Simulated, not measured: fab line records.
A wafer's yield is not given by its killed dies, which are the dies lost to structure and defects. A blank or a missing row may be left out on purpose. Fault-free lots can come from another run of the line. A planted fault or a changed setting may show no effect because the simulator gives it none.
fab line records	flow n5_finfet
record lots=10	wafers=28	last_day=19
route steps=1938 shown MOL_CONTACT_COAG@608 BEOL_M0_SAQP@633 BEOL_M4@1111 PASSIVATION@1936
lots that met no fault: from a run of the same line without faults
start_h: hours from the record's first day to the start of the lot's first wafer shown	wait_h: hours elapsed since this lot's preceding step	" as in the row above	L1.1+2: a row that stands for several wafers	- no value, or no start was given	* or withheld: withheld	< > ~ a bound
route shown NAME@n: names a module that has steps shown in the file, with the first one's number in the route	usual: mean/standard deviation of fault-free wafers	same: alike in all rows	chamber/n: place in a boat	sites: per-site readings	_std_site: how widely they spread, as a standard deviation	_edge_site: mean of outer sites minus mean of inner sites	radius_mm: how far each site lies from the wafer's centre	mask NAME#n: copy n	behind: tool/chamber where the wafer was last shaped	hold: why the lot went on hold/how many hours it stayed there/how the hold came to an end	device: transistor that didn't switch, given as n, p or np	end of line: at the end of the route, the tests of the same wafers	for a step that has no rows: nothing shown but its recipe	killed: at the first sort, the dies lost to defects and structure; wafer yield is something else	map: a wafer's dies, x killed, . not, _ none there
set.NAME: the setting as run; set.NAME@STEP: as run at that earlier step	model.NAME: the simulator's own value behind a step, which no gauge read
a sample of lots followed through the steps of the route, with each step as a table and each wafer as a row
services: a tool's chamber out of use, with start hour (start_h, from the record's first day; less than 0 if before it), hours out, and reason
## steps
# step N5_MOL_CONTACT_COAG_ALD_133
# recipe material=SiO2	target_thk_a=50	temp_c=100	ald_precursor_family=BDEAS	ald_co_reactant=O2-plasma	pulse_time_s=1	co_reactant_pulse_time_s=1	purge_time_s=2	co_reactant_purge_time_s=2	ald_cycles=35	pressure_torr=2
# usual heater_power_w=76/6.3	precursor_pulse_height_rel=1.004/0.02
lot.wafer	tool	chamber	start_h	wait_h	heater_power_w	precursor_pulse_height_rel
L181.2	ald_sin-03	2	98.63	0.1	71	0.981
L181.3	"	3	"	"	79	1.012
L181.6	"	0	"	"	72	0.990
L183.2	ald_sin-04	2	111.32	0.1	95	1.058
L183.5	"	1	"	"	79	1.002
L183.6	"	0	"	"	67	1.028
L185.1	ald_sin-01	3	123.59	0.1	76	1.011
L185.3	"	0	"	"	79	1.021
L185.6	"	1	"	"	78	1.014
L187.3	ald_sin-03	2	137.86	0.1	71	1.010
L187.4	"	1	"	"	74	1.029
L187.5	"	1	"	"	71	1.037
L192.3	ald_sin-04	3	167.96	0.7	74	1.020
L192.4	"	0	"	"	68	0.979
L192.5	"	1	"	"	79	0.978
L194.1	ald_sin-03	0	202.95	0.4	72	0.967
L194.2	"	3	"	"	79	1.009
L194.3	"	1	"	"	72	1.021
L200.1	ald_sin-01	2	234.31	0.1	78	1.016
L200.5	"	3	"	"	76	1.056
L201.2	ald_sin-03	1	239.01	0.1	71	0.972
L201.3	"	0	"	"	73	1.009
L201.6	"	1	"	"	72	1.004
L199.4	ald_sin-03	0	241.89	0.1	73	0.971
L199.5	"	0	"	"	74	0.973
L199.6	"	1	"	"	73	1.010
L204.2	ald_sin-04	1	252.00	0.1	81	0.986
L204.3	"	0	"	"	66	1.005
# step N5_MOL_CONTACT_COAG_ETCH_124
# recipe chemistry=CH3F/O2	target=SiNx	target_depth_a=65	mask_material=SOC	stop_on=SiOC	over_etch_frac=0.3	ion_energy_ev=120	pressure_mtorr=30	source_w=395	bias_w=73	Ar_flow_sccm=150	CH3F_flow_sccm=30	O2_flow_sccm=20	ends=end_point
# usual CH3F_flow_sccm=29.99/0.094	drypump_motor_current_A=5.6/0.49	oes_product_au=0.67/0.066	rf_vpp_V=302/7.2	showerhead_plenum_p_Torr=2.01/0.072	throttle_valve_pct=16.27/0.24
lot.wafer	tool	chamber	start_h	wait_h	CH3F_flow_sccm	drypump_motor_current_A	oes_product_au	rf_hours_counter_h	rf_vpp_V	showerhead_plenum_p_Torr	throttle_valve_pct
L181.2	rie_diel-06	1	99.15	0.0	30.01	5.8	0.68	115	308	1.94	16.36
L181.3	"	3	"	"	30.07	6.0	0.69	94	292	2.10	16.36
L181.6	"	1	"	"	29.91	5.8	0.67	-	308	1.94	16.36
L183.2	rie_diel-06	3	111.69	0.0	29.80	6.0	0.70	98	295	2.10	16.35
L183.5	"	0	"	"	29.97	5.8	0.82	-	287	2.14	16.25
L183.6	"	3	"	"	29.90	5.9	0.69	-	295	2.10	16.36
L185.1	rie_diel-06	0	123.96	0.0	29.96	5.8	0.81	9	288	2.14	16.25
L185.3	"	3	"	"	30.13	6.0	0.68	102	295	2.10	16.35
L185.6	"	1	"	"	29.93	5.8	0.68	-	308	1.94	16.37
L187.3	rie_diel-04	0	138.28	0.0	30.00	4.7	0.72	62	311	2.03	16.04
L187.4	"	3	"	"	29.90	5.8	0.67	139	298	1.92	16.47
L187.5	"	0	"	"	30.04	4.8	0.71	-	311	2.03	16.05
L192.3	rie_diel-04	1	168.33	0.0	29.98	5.9	0.63	170	309	2.07	16.07
L192.4	"	1	"	"	30.05	5.9	0.63	-	309	2.07	16.05
L192.5	"	0	"	"	29.91	4.8	0.71	-	310	2.03	16.07
L194.1	rie_diel-04	1	203.42	0.0	30.08	5.9	0.62	182	310	2.06	16.10
L194.2	"	0	"	"	30.03	4.7	0.70	84	310	2.02	16.10
L194.3	"	3	"	"	30.03	5.8	0.65	162	297	1.91	16.51
L200.1	rie_diel-04	0	234.68	0.0	29.96	4.8	0.69	98	309	2.02	16.14
L200.5	"	3	"	"	29.93	5.8	0.64	-	297	1.91	16.53
L201.2	rie_diel-04	2	239.40	0.0	30.02	5.8	0.67	105	304	2.02	16.46
L201.3	"	1	"	"	29.91	5.9	0.61	198	309	2.06	16.13
L201.6	"	0	"	"	30.03	4.8	0.68	-	311	2.02	16.13
L199.4	rie_diel-05	0	242.27	0.0	29.96	6.4	0.63	-	292	1.91	16.38
L199.5	"	2	"	"	29.98	5.2	0.77	-	295	2.11	15.88
L199.6	"	1	"	"	29.90	5.1	0.77	-	308	2.06	16.39
L204.2	rie_diel-06	1	252.48	0.0	30.11	5.8	0.64	166	309	1.92	16.45
L204.3	"	2	"	"	30.03	4.9	0.83	8	303	1.96	15.63
# step N5_BEOL_M0_SAQP_ILD_DEP_01
# recipe material=SiOC	target_thk_a=454.19	temp_c=350	precursor=DEMS/O2	pressure_torr=5	rf_w=500	time_s=8.7
# usual chamber_pressure_Torr=4.999/0.011	heater_power_outer_w=276/49	heater_power_w=518/75	showerhead_plenum_p_Torr=5.696/0.017	showerhead_vpp_V=1391/45	throttle_valve_pct=12.2/0.6
lot.wafer	tool	chamber	start_h	wait_h	chamber_pressure_Torr	heater_power_outer_w	heater_power_w	showerhead_plenum_p_Torr	showerhead_vpp_V	throttle_valve_pct
L181.2	pecvd-04	2	103.63	0.0	4.987	263	507	5.697	1365	11.7
L181.3	"	0	"	"	5.020	316	593	5.659	1405	13.5
L181.6	"	1	"	"	5.007	258	493	5.712	1402	12.6
L183.2	pecvd-04	2	116.19	0.0	4.992	322	555	5.727	1371	11.7
L183.5	"	0	"	"	5.002	368	655	5.673	1408	13.6
L183.6	"	2	"	"	5.003	321	580	5.695	1337	11.6
L185.1	pecvd-01	1	128.43	0.0	4.998	269	516	5.697	1427	12.0
L185.3	"	0	"	"	4.994	310	552	5.682	1395	12.3
L185.6	"	1	"	"	5.000	277	522	5.703	1433	12.1
L187.3	pecvd-04	1	142.76	0.0	5.009	319	570	5.701	1371	12.3
L187.4	"	2	"	"	5.027	327	586	5.698	1365	11.6
L187.5	"	1	"	"	5.007	318	599	5.711	1385	12.4
L192.3	pecvd-04	2	174.94	0.0	-	-	-	-	-	-
L192.4	"	0	"	"	-	-	-	-	-	-
L192.5	"	1	"	"	-	-	-	-	-	-
L194.1	pecvd-01	2	207.93	0.0	-	-	-	-	-	-
L194.2	"	0	"	"	-	-	-	-	-	-
L194.3	"	1	"	"	-	-	-	-	-	-
L200.1	pecvd-04	2	239.16	0.0	4.998	313	558	5.706	1360	11.8
L200.5	"	0	"	"	4.980	308	584	5.667	1413	13.5
L201.2	pecvd-04	0	245.23	0.0	4.996	374	676	5.665	1424	13.4
L201.3	"	2	"	"	4.988	256	500	5.705	1360	11.7
L201.6	"	0	"	"	5.020	366	667	5.657	1411	13.4
L199.4	pecvd-01	2	248.27	0.0	4.996	232	447	5.698	1429	12.0
L199.5	"	2	"	"	4.979	246	454	5.718	1428	12.1
L199.6	"	0	"	"	4.994	321	547	5.673	1403	12.2
L204.2	pecvd-01	0	256.97	0.0	5.003	316	559	5.678	1356	12.1
L204.3	"	2	"	"	5.001	211	417	5.714	1408	11.7
# step N5_BEOL_M0_SAQP_CD_MEAS_14
# recipe target_cd_nm=42.5	landing_energy_ev=500	detector=se_inlens
# usual cd_nm=42.3/0.31
lot.wafer	tool	chamber	start_h	wait_h	cd_nm
L181.2	cd_sem-01	0	105.94	-	42.3
L181.3	"	0	"	"	42.3
L181.6	"	0	"	"	41.9
L183.2	cd_sem-01	0	118.52	-	42.2
L183.5	"	0	"	"	42.2
L183.6	"	0	"	"	42.0
L185.1	cd_sem-03	0	129.95	-	42.4
L185.3	"	0	"	"	42.2
L185.6	"	0	"	"	42.3
L187.3	cd_sem-02	0	144.62	-	42.3
L187.4	"	0	"	"	42.5
L187.5	"	0	"	"	42.5
L192.3	cd_sem-02	0	176.34	-	42.0
L192.4	"	0	"	"	42.1
L192.5	"	0	"	"	42.4
L194.1	cd_sem-01	0	210.42	-	42.1
L194.2	"	0	"	"	42.4
L194.3	"	0	"	"	42.7
L200.1	cd_sem-01	0	240.36	-	42.3
L200.5	"	0	"	"	42.8
L201.2	cd_sem-02	0	247.54	-	42.2
L201.3	"	0	"	"	41.8
L201.6	"	0	"	"	42.5
L199.4	cd_sem-03	0	249.02	-	42.0
L199.5	"	0	"	"	42.2
L199.6	"	0	"	"	42.4
L204.2	cd_sem-01	0	258.05	-	43.3
L204.3	"	0	"	"	41.9
# step N5_BEOL_M4_RC_MEAS_101
# usual DIBL_N=37.2/2.1	DIBL_P=37.3/2.3	IOFF_N=0.18/0.041	IOFF_P=0.24/0.042	ION_N=680/13	ION_P=466/7.7	SS_N=71.8/0.68	SS_P=73.5/0.66	VT_N=249/3.6	VT_P=-248/3.4
lot.wafer	tool	chamber	start_h	wait_h	DIBL_N[mV/V]	DIBL_P[mV/V]	IOFF_N[nA/um]	IOFF_P[nA/um]	ION_N[uA/um]	ION_P[uA/um]	SS_N[mV/dec]	SS_P[mV/dec]	VT_N[mV]	VT_P[mV]
L181.2	prober-02	0	176.10	0.2	36.9	36.3	0.16	0.22	673	467	71.0	72.9	248	-250
L181.3	"	0	"	"	36.9	36.9	0.16	0.22	670	467	71.6	73.0	247	-248
L181.6	"	0	"	"	37.2	37.8	0.18	0.23	678	466	71.7	73.3	249	-248
L183.2	prober-01	0	182.10	0.2	38.8	39.0	0.22	0.26	688	462	72.4	73.5	248	-249
L183.5	"	0	"	"	37.1	37.3	0.19	0.22	686	463	72.2	73.2	247	-251
L183.6	"	0	"	"	38.4	38.6	0.21	0.25	702	467	72.2	73.4	245	-248
L185.1	prober-02	0	202.25	0.0	37.4	34.9	0.14	0.19	667	458	71.9	73.1	251	-251
L185.3	"	0	"	"	38.0	36.7	0.16	0.21	666	458	71.9	73.1	249	-251
L185.6	"	0	"	"	35.2	31.8	0.11	0.15	652	450	70.9	71.9	257	-256
L187.3	prober-02	0	210.05	0.3	34.4	33.7	0.13	0.19	676	468	71.2	73.0	254	-252
L187.4	"	0	"	"	35.4	35.4	0.14	0.21	668	460	71.7	72.4	252	-248
L187.5	"	0	"	"	35.9	35.8	0.15	0.22	673	464	71.1	73.9	248	-246
L200.1	prober-01	0	308.36	0.4	37.3	36.5	0.15	0.20	673	461	71.4	73.8	254	-255
L200.5	"	0	"	"	39.4	38.5	0.18	0.23	673	456	72.3	74.2	254	-252
L201.2	prober-02	0	313.11	0.2	38.3	36.8	0.17	0.22	676	462	71.4	73.8	248	-248
L201.3	"	0	"	"	37.0	34.8	0.15	0.20	687	465	71.8	72.7	250	-249
L201.6	"	0	"	"	36.4	35.6	0.15	0.21	677	474	71.5	73.0	250	-249
L199.4	prober-01	0	316.76	0.5	36.4	38.7	0.18	0.25	686	472	72.6	73.6	246	-246
L199.5	"	0	"	"	36.9	39.7	0.18	0.26	690	480	72.1	73.6	247	-245
L199.6	"	0	"	"	35.1	37.1	0.15	0.23	674	469	72.0	73.0	250	-249
L204.2	prober-02	0	336.04	0.2	37.5	36.9	0.18	0.25	675	466	72.0	73.6	251	-249
L204.3	"	0	"	"	38.1	37.8	0.20	0.27	677	463	72.2	74.2	248	-245
# step N5_PASSIVATION_PROBE_49
# usual defect_limited_yield=91.0/1.6	killed_at_M0_to_M3=35/11	killed_at_M4_up=14/5.3	killed_at_contacts=13/6.7	killed_at_front_end=41/12	killed_at_other=3.9/2.7	killed_dies=106/19	killed_on_rim=14/4	killed_open=70/14	killed_short=35/8.8	sort_bin_5_function=5.3/1	sort_bin_6_memory=3.3/0.81	sort_n_pass=1073/19	sort_yield_pct=91.0/1.6
# same gross_dies=1180	killed_at_back_side=0	sort_bin_4_leakage[%]=0	sort_bin_8_speed[%]=0
lot.wafer	tool	chamber	start_h	wait_h	defect_limited_yield[%]	killed_at_M0_to_M3	killed_at_M4_up	killed_at_contacts	killed_at_front_end	killed_at_other	killed_dies	killed_on_rim	killed_open	killed_short	sort_bin_5_function[%]	sort_bin_6_memory[%]	sort_n_pass	sort_yield_pct[%]
L181.2	prober-02	-	294.85	0.1	91.1	32	24	14	30	5	105	12	78	21	5.3	3.1	1075	91.1
L181.3	prober-02	-	294.90	0.1	90.6	29	22	12	45	3	111	15	78	28	4.8	4.2	1069	90.6
L181.6	prober-02	-	295.05	0.3	92.8	28	13	16	26	2	85	11	59	21	4.2	2.7	1095	92.8
L183.2	prober-02	-	318.55	0.1	91.1	25	9	17	46	8	105	11	74	29	5.9	2.6	1075	91.1
L183.5	prober-02	-	318.70	0.2	91.4	46	6	18	28	3	101	20	65	34	4.8	3.2	1079	91.4
L183.6	prober-02	-	318.75	0.3	90.3	44	7	13	45	5	114	14	72	38	6.9	2.5	1066	90.3
L192.3	prober-01	-	343.85	0.1	0	1131	9	9	26	5	1180	152	58	20	97.5	2.2	0	0
L192.4	prober-01	-	343.90	0.2	0	1119	17	8	28	8	1180	152	68	33	96.9	2.9	0	0
L192.5	prober-01	-	343.95	0.2	0	1105	12	15	39	9	1180	152	72	37	96.9	2.8	0	0
L194.1	prober-02	-	358.37	0.0	0	1078	24	16	53	9	1180	152	82	55	96.0	3.6	0	0
L194.2	prober-02	-	358.42	0.1	0	1099	20	18	38	5	1180	152	82	52	95.9	3.5	0	0
L194.3	prober-02	-	358.47	0.1	0	1102	10	15	48	5	1180	152	77	39	96.3	3.4	0	0
L201.2	prober-01	-	413.35	0.1	89.3	27	15	32	44	8	126	17	91	33	6.6	3.6	1054	89.3
L201.3	prober-01	-	413.40	0.1	93.1	18	13	12	36	3	82	12	53	29	3.9	2.9	1098	93.1
L199.5	prober-02	-	423.61	0.2	87.5	31	16	14	83	3	147	19	98	46	6.8	5.3	1033	87.5
# killed by level:class
L181.2 BEOL_M2:geometric_particle:open=15 MOL_CONTACT_COAG:geometric_particle:open=12 BEOL_M4:geometric_particle:open=9 FIN_SAQP:geometric_particle:open=7 BEOL_M0_SAQP:geometric_particle:open=7 STARTING-WAFER:geometric_particle:open=7 BEOL_M0_SAQP:geometric_particle:short=4 BEOL_M5:geometric_particle:open=4
L181.3 MOL_CONTACT_COAG:geometric_particle:open=12 FIN_SAQP:geometric_particle:open=11 STI_FIN_REVEAL:geometric_particle:open=10 BEOL_M4:geometric_particle:open=10 BEOL_M2:geometric_particle:open=9 BEOL_M0_SAQP:geometric_particle:short=7 BEOL_M0_SAQP:geometric_particle:open=6 FIN_SAQP:geometric_particle:short=5
L181.6 MOL_CONTACT_COAG:geometric_particle:open=11 BEOL_M0_SAQP:geometric_particle:open=10 FIN_SAQP:geometric_particle:open=6 BEOL_M1:geometric_particle:open=6 FIN_SAQP:geometric_particle:short=5 STI_FIN_REVEAL:geometric_particle:open=5 MOL_CONTACT_COAG:geometric_particle:short=5 BEOL_M5:geometric_particle:open=3
L183.2 MOL_CONTACT_COAG:geometric_particle:open=13 STI_FIN_REVEAL:geometric_particle:open=12 GATE_CUT:geometric_particle:short=8 FIN_SAQP:geometric_particle:open=7 BEOL_M0_SAQP:geometric_particle:open=7 BEOL_M3:geometric_particle:open=6 STI_FIN_REVEAL:geometric_particle:short=5 GATE_CUT:geometric_particle:open=5
L183.5 BEOL_M2:geometric_particle:open=13 MOL_CONTACT_COAG:geometric_particle:open=10 MOL_CONTACT_COAG:geometric_particle:short=8 BEOL_M1:geometric_particle:open=8 STI_FIN_REVEAL:geometric_particle:open=7 BEOL_M0_SAQP:geometric_particle:open=7 FIN_SAQP:geometric_particle:short=5 BEOL_M0_SAQP:geometric_particle:short=5
L183.6 MOL_CONTACT_COAG:geometric_particle:open=13 BEOL_M3:geometric_particle:open=12 GATE_CUT:geometric_particle:open=8 GATE_CUT:geometric_particle:short=8 BEOL_M0_SAQP:geometric_particle:short=7 BEOL_M0_SAQP:geometric_particle:open=6 BEOL_M1:geometric_particle:short=6 STI_FIN_REVEAL:geometric_particle:open=5
L192.3 BEOL_M0_SAQP:area_dep=1097 STI_FIN_REVEAL:geometric_particle:open=9 BEOL_M0_SAQP:geometric_particle:open=9 MOL_CONTACT_COAG:geometric_particle:open=7 BEOL_M1:geometric_particle:open=7 BEOL_M2:geometric_particle:open=5 BEOL_M3:geometric_particle:open=5 BEOL_M0_SAQP:geometric_particle:short=4
L192.4 BEOL_M0_SAQP:area_dep=1078 BEOL_M3:geometric_particle:open=13 BEOL_M4:geometric_particle:open=10 BEOL_M1:geometric_particle:open=8 DUMMY_GATE:geometric_particle:open=6 MOL_CONTACT_COAG:geometric_particle:open=6 BEOL_M2:geometric_particle:open=6 BEOL_M2:geometric_particle:short=5
L192.5 BEOL_M0_SAQP:area_dep=1069 MOL_CONTACT_COAG:geometric_particle:open=14 FIN_SAQP:geometric_particle:short=12 BEOL_M1:geometric_particle:open=10 BEOL_M2:geometric_particle:open=10 FIN_SAQP:geometric_particle:open=9 BEOL_M4:geometric_particle:open=6 BEOL_M3:geometric_particle:open=5
L194.1 BEOL_M0_SAQP:area_dep=1043 STI_FIN_REVEAL:geometric_particle:open=17 BEOL_M4:geometric_particle:open=14 BEOL_M0_SAQP:geometric_particle:short=12 MOL_CONTACT_COAG:geometric_particle:open=11 FIN_SAQP:geometric_particle:open=10 BEOL_M0_SAQP:geometric_particle:open=9 FIN_SAQP:geometric_particle:short=6
L194.2 BEOL_M0_SAQP:area_dep=1045 MOL_CONTACT_COAG:geometric_particle:open=16 BEOL_M0_SAQP:geometric_particle:short=13 BEOL_M0_SAQP:geometric_particle:open=11 BEOL_M0:geometric_particle:open=11 BEOL_M4:geometric_particle:open=11 FIN_SAQP:geometric_particle:open=10 FIN_SAQP:geometric_particle:short=9
L194.3 BEOL_M0_SAQP:area_dep=1064 FIN_SAQP:geometric_particle:open=17 BEOL_M0_SAQP:geometric_particle:short=12 MOL_CONTACT_COAG:geometric_particle:open=11 FIN_SAQP:geometric_particle:short=9 BEOL_M3:geometric_particle:open=9 BEOL_M4:geometric_particle:open=8 STI_FIN_REVEAL:geometric_particle:open=8
L201.2 MOL_CONTACT_COAG:geometric_particle:open=25 BEOL_M1:geometric_particle:open=13 STI_FIN_REVEAL:geometric_particle:open=8 DUMMY_GATE:geometric_particle:open=7 MOL_CONTACT_COAG:geometric_particle:short=7 FIN_SAQP:geometric_particle:open=6 BEOL_M2:geometric_particle:open=5 BEOL_M4:geometric_particle:open=5
L201.3 FIN_SAQP:geometric_particle:open=10 MOL_CONTACT_COAG:geometric_particle:open=9 BEOL_M1:geometric_particle:open=8 FIN_SAQP:geometric_particle:short=6 BEOL_M4:geometric_particle:open=5 BEOL_M3:geometric_particle:open=5 GATE_CUT:geometric_particle:short=4 MOL_CONTACT_COAG:geometric_particle:short=3
L199.5 STI_FIN_REVEAL:geometric_particle:open=25 FIN_SAQP:geometric_particle:open=16 MOL_CONTACT_COAG:geometric_particle:open=14 FIN_SAQP:geometric_particle:short=12 STI_FIN_REVEAL:geometric_particle:short=8 BEOL_M2:geometric_particle:open=7 BEOL_M0_SAQP:geometric_particle:open=6 STARTING-WAFER:geometric_particle:open=5
## services
tool	chamber	start_h	hours	kind
rie_diel-05	2	89.97	4.8	repair
rie_diel-04	1	106.99	5.1	repair
ald_sin-03	0	108.21	10.9	repair
ald_sin-04	-	111.52	0.6	repair
ald_sin-04	1	117.69	4.4	repair
rie_diel-05	0	147.50	7.9	repair
ald_sin-01	2	154.61	3.5	repair
ald_sin-03	3	157.48	4.7	repair
rie_diel-04	2	158.73	9.8	repair
pecvd-04	0	158.87	5.5	scheduled_down
ald_sin-01	-	176.75	14.0	pm
ald_sin-04	1	184.90	24.7	repair
rie_diel-05	2	186.93	18.4	repair
ald_sin-01	3	193.72	11.2	repair
rie_diel-06	1	194.90	14.0	repair
rie_diel-06	2	211.29	-	clean
rie_diel-06	2	211.29	-	consumable_replace:focus_ring
pecvd-04	2	221.37	2.1	scheduled_down
rie_diel-04	2	221.50	5.6	repair
rie_diel-04	2	227.60	7.5	repair
pecvd-01	1	231.76	22.7	repair
rie_diel-04	-	246.59	4.3	pm
ald_sin-01	1	248.74	3.7	repair
ald_sin-01	-	255.45	14.6	pm
## key
first_sign step=N5_BEOL_M0_SAQP_ILD_DEP_01	reading=tool_record	direction=missing
effect step=N5_PASSIVATION_PROBE_49	reading=killed_at_M0_to_M3	direction=up	sigmas=94	usual=35	struck=1106
more_kills_born_at N5_BEOL_M0_SAQP_ILD_DEP_01@pecvd-04=3240	N5_BEOL_M0_SAQP_ILD_DEP_01@pecvd-01=3151
met_at N5_BEOL_M0_SAQP_ILD_DEP_01
struck_lots L192,L194
later_rows_left_out L192.3,L192.4,L192.5,L194.1,L194.2,L194.3
not_acting_at N5_MOL_CONTACT_COAG_ALD_133,N5_MOL_CONTACT_COAG_ETCH_124,N5_BEOL_M0_SAQP_CD_MEAS_14
onset_between 142.76 174.94
fault kind=skipped_step_whole	tool=pecvd-01,pecvd-04	chamber=-	onset_h=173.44	steps=N5_BEOL_M0_SAQP_ILD_DEP_01	scope=struck_lots_only
# later_rows_left_out: the simulator's readings of these wafers behind a module that went badly wrong aren't trusted and aren't shown, but for the sort
